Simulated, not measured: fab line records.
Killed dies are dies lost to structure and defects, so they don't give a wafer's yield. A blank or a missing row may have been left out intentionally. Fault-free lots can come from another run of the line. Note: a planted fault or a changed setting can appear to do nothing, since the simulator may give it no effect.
Matching of chambers | flow nandHarc | 3 sister chambers for NHARC_A_M0_PRE_CLEAN_31 on pecvd-02
The step time 12 s. 14 wafers are shown with their chamber, then 7 later ones without.

WAFERS WITH THEIR CHAMBER
wafer  | chamber | rfFwdPowerW (W) | heaterPowerW (W)
L075.2 | 0       | 292.1           | 542
L075.5 | 2       | 291.9           | 648
L075.6 | 0       | 292.8           | 544
L078.2 | 2       | 291.9           | 573
L078.3 | 0       | 295.3           | 641
L078.6 | 2       | 292.0           | 611
L079.2 | 2       | 291.9           | 595
L079.3 | 0       | 291.7           | 629
L079.6 | 0       | 293.3           | 632
L084.1 | 2       | 293.8           | 689
L084.2 | 1       | 291.8           | 585
L084.6 | 1       | 291.8           | 588
L086.2 | 0       | 293.3           | 541
L086.3 | 2       | 292.5           | 598

SIGNATURES, as means of the wafers listed above
reading      | chamber 0 | chamber 1 | chamber 2 | scatter within a chamber
rfFwdPowerW  | 293.083   | 291.800   | 292.333   | 0.992
heaterPowerW | 588.17    | 586.50    | 619.00    | 44.3
Rule: for a wafer and a chamber, the distance is found by dividing, reading by reading, the gap between the wafer's reading and the chamber's mean by the reading's scatter, squaring, summing and taking the root. If the next closest chamber is less than 2 further off than the closest, the wafer can't be placed; otherwise it belongs to the closest. The scatter is the square root of a quotient: the sum, over the shown wafers, of each reading's squared deviation from its chamber's mean, divided by wafers minus chambers.

WAFERS WITH NO CHAMBER GIVEN
wafer  | rfFwdPowerW (W) | heaterPowerW (W)
L086.5 | 293.4           | 658
L090.1 | 291.7           | 578
L090.3 | 292.1           | 633
L090.6 | 292.7           | 640
L096.4 | 292.8           | 589
L096.5 | 292.8           | 577
L096.6 | 290.9           | 634

WHICH CHAMBER EACH ONE RAN IN
wafer  | from the rows above          | in truth
L086.5 | can't be placed: 2 or 0 or 1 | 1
L090.1 | can't be placed: 1 or 2 or 0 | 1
L090.3 | can't be placed: 2 or 1 or 0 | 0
L090.6 | can't be placed: 2 or 0 or 1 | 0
L096.4 | can't be placed: 0 or 2 or 1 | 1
L096.5 | can't be placed: 0 or 1 or 2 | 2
L096.6 | can't be placed: 1 or 2 or 0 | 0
Placed correctly: 0 of 7. Unplaceable from these rows: 7, with the true chamber sitting among the candidates in 7. Wrongly placed: 0.
